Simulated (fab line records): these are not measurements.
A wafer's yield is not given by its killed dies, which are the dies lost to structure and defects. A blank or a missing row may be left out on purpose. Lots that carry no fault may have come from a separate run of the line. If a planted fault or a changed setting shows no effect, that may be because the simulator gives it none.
Check of tool commonality ; flow n5_finfet ; Sample size 11 lots and 26 wafers

REASON FOR OPENING
Flagged at N5_BEOL_M9_OCD_MEAS_38: reading trench_depth_nm, on 4 of 11 lots. No-fault wafers: 151 nm, standard deviation 3.3.
Rule: flag the lot when none of its wafers has a number, or when each of its wafers that has one lies beyond 4 standard deviations from that mean. All remaining lots are regarded as sound.

lot;measured;on;trench_depth_nm (nm), wafer by wafer;flag
L556;day 9 22:37;ocd-01;149 151 150;
L558;day 9 22:55;ocd-02;150 148 157;
L559;day 10 18:37;ocd-02;152 152 154;
L557;day 10 18:58;ocd-01;148 153;
L560;day 11 02:25;ocd-01;146 147 150;
L561;day 11 03:34;ocd-02;148 147;
L562;day 11 22:38;ocd-01;155 150;
L563;day 12 05:59;ocd-02;109 107 111;FLAGGED
L567;day 12 06:05;ocd-01;104;FLAGGED
L566;day 13 02:38;ocd-01;103;FLAGGED
L568;day 13 19:59;ocd-01;107 107 104;FLAGGED
Average over the flagged lots: 106 nm; offset from the usual -44 nm, equal to -13 standard deviations.

EACH LOT AND THE TOOL IT RAN ON
2 process steps preceding the reading are held in the record, out of 1938 steps in the route. In each cell: the tool, then ch and the chambers that the sampled wafers went through, then the start.
lot;flag;N5_BEOL_M9_HM_OPEN_17;N5_BEOL_M9_TRENCH_ETCH_37
L556;;rie_metal-03 ch 0,1, day 9 21:18;rie_diel-06 ch 2,3, day 9 22:26
L558;;rie_metal-02 ch 0,1, day 9 21:32;rie_diel-01 ch 1,2,3, day 9 22:44
L559;;rie_metal-02 ch 0,1, day 10 13:10;rie_diel-06 ch 0,1, day 10 18:27
L557;;rie_metal-03 ch 0,1, day 10 12:25;rie_diel-01 ch 0,2, day 10 18:47
L560;;rie_metal-01 ch 0,1, day 11 01:15;rie_diel-05 ch 0,1,2, day 11 02:14
L561;;rie_metal-02 ch 0,1, day 11 01:37;rie_diel-05 ch 0,2, day 11 03:23
L562;;rie_metal-03 ch 0,1, day 11 21:34;rie_diel-06 ch 0,3, day 11 22:29
L563;FLAGGED;rie_metal-02 ch 0,1, day 12 03:20;rie_diel-06 ch 0,1,2, day 12 05:49
L567;FLAGGED;rie_metal-03 ch 0, day 12 02:52;rie_diel-01 ch 1, day 12 05:55
L566;FLAGGED;rie_metal-01 ch 0, day 12 23:40;rie_diel-01 ch 2, day 13 02:29
L568;FLAGGED;rie_metal-01 ch 0,1, day 13 15:23;rie_diel-06 ch 0,1,3, day 13 19:48
What the steps here do:
- N5_BEOL_M9_HM_OPEN_17: chemistry Cl2/BCl3, target TiN, target depth 20 nm, overetch 6 nm.
- N5_BEOL_M9_TRENCH_ETCH_37: etches SiCOH lowk in C4F6/O2, target depth 151.43 nm, time 49 s.
- N5_BEOL_M9_OCD_MEAS_38

FLAGGED OVER TOTAL, TOOL BY TOOL (the gauges that took the reading come last)
step;tool;lots run;flagged;share of the flagged lots;sound lots run after its first flagged lot
N5_BEOL_M9_HM_OPEN_17;rie_metal-01;3;2;some;0
N5_BEOL_M9_HM_OPEN_17;rie_metal-02;4;1;some;0
N5_BEOL_M9_HM_OPEN_17;rie_metal-03;4;1;some;0
N5_BEOL_M9_TRENCH_ETCH_37;rie_diel-01;4;2;some;0
N5_BEOL_M9_TRENCH_ETCH_37;rie_diel-05;2;0;none;-
N5_BEOL_M9_TRENCH_ETCH_37;rie_diel-06;5;2;some;0
N5_BEOL_M9_OCD_MEAS_38;ocd-01;7;3;some;0
N5_BEOL_M9_OCD_MEAS_38;ocd-02;4;1;some;0

WHAT IS ALLOWED BY THE TABLE
No row of the table ran every flagged lot.

WHAT HAD BEEN PUT IN BY THE SIMULATOR
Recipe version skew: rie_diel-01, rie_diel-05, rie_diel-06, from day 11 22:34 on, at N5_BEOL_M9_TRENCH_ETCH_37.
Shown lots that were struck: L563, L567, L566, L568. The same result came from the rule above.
